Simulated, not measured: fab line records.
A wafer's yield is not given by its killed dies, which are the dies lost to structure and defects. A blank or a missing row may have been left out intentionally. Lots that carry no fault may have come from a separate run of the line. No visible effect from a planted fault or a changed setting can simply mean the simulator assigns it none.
Which tool did it? + flow n5_finfet + 12 lots with 36 wafers sampled at 3 steps, on a route of 1938 steps

## WHAT THE GAUGES SHOWED, per wafer
N5_BEOL_M8_INSPECT_58: inspects for defects (darkfield).
| lot  | measured     | on                | raw_defect_count |
|------|--------------|-------------------|------------------|
| L074 | day 10 02:13 | defect_inspect-01 | 88 79 100        |
| L077 | day 10 17:10 | defect_inspect-02 | 60 40 55         |
| L078 | day 11 03:44 | defect_inspect-02 | 45 65 51         |
| L081 | day 12 00:11 | defect_inspect-02 | 114 76 74        |
| L082 | day 12 12:07 | defect_inspect-01 | 84 119 80        |
| L085 | day 12 19:10 | defect_inspect-02 | 100 82 78        |
| L086 | day 12 23:04 | defect_inspect-02 | 64 53 43         |
| L088 | day 13 18:09 | defect_inspect-02 | 70 37 57         |
| L090 | day 14 01:16 | defect_inspect-01 | 55 50 38         |
| L093 | day 14 03:17 | defect_inspect-02 | 57 57 27         |
| L095 | day 14 23:46 | defect_inspect-02 | 56 54 49         |
| L097 | day 15 12:29 | defect_inspect-01 | 64 66 90         |

## WHAT TOOL EACH LOT RAN ON (gives the tool, then ch and the chambers of the sampled wafers, and finally the start)
| lot  | N5_BEOL_M8_PRE_CLEAN_45      | N5_BEOL_M8_ALD_77                   |
|------|------------------------------|-------------------------------------|
| L074 | pvd_sputter-01, day 10 00:26 | ald_metal-02 ch 0,1,3, day 10 00:30 |
| L077 | pvd_sputter-03, day 10 12:55 | ald_metal-01 ch 0,2, day 10 12:59   |
| L078 | pvd_sputter-03, day 11 01:24 | ald_metal-04 ch 1,2, day 11 01:28   |
| L081 | pvd_sputter-03, day 11 22:33 | ald_metal-01 ch 2,3, day 11 22:40   |
| L082 | pvd_sputter-01, day 12 10:29 | ald_metal-04 ch 1,2,3, day 12 10:32 |
| L085 | pvd_sputter-01, day 12 16:02 | ald_metal-01 ch 1,2,3, day 12 16:06 |
| L086 | pvd_sputter-03, day 12 19:40 | ald_metal-02 ch 0,1,3, day 12 19:43 |
| L088 | pvd_sputter-03, day 13 16:04 | ald_metal-01 ch 0,1,3, day 13 16:08 |
| L090 | pvd_sputter-03, day 13 22:40 | ald_metal-01 ch 0,1,3, day 13 22:44 |
| L093 | pvd_sputter-01, day 14 01:31 | ald_metal-04 ch 0,1, day 14 01:35   |
| L095 | pvd_sputter-02, day 14 22:07 | ald_metal-04 ch 0,1,3, day 14 22:11 |
| L097 | pvd_sputter-02, day 15 10:56 | ald_metal-04 ch 0,1,3, day 15 10:59 |
- N5_BEOL_M8_PRE_CLEAN_45: time 30 s.
- N5_BEOL_M8_ALD_77: deposits TaN, target thk 2 nm, pulse time 2 s, purge time 3 s.

## THE ANSWER, worked out from the rows above alone
Rule: usual is defined by the lots themselves. Put in order of their means at a reading, lots are off if they are a third of the lots or fewer, leave a main group of 4 or more, and stand apart from it by a gap of 3 or more times the standard deviation of the main group's means; of several such gaps the widest counts. Not used: any main group whose means are identical at the precision the tables above print for the reading. A lot without any number at a reading at which 4 lots or more have one is off too. Any other lot the step has rows for is counted as sound.
Nothing can be told from this: no lot is off at any reading shown.

## WHAT THE SIMULATOR HAD INSERTED
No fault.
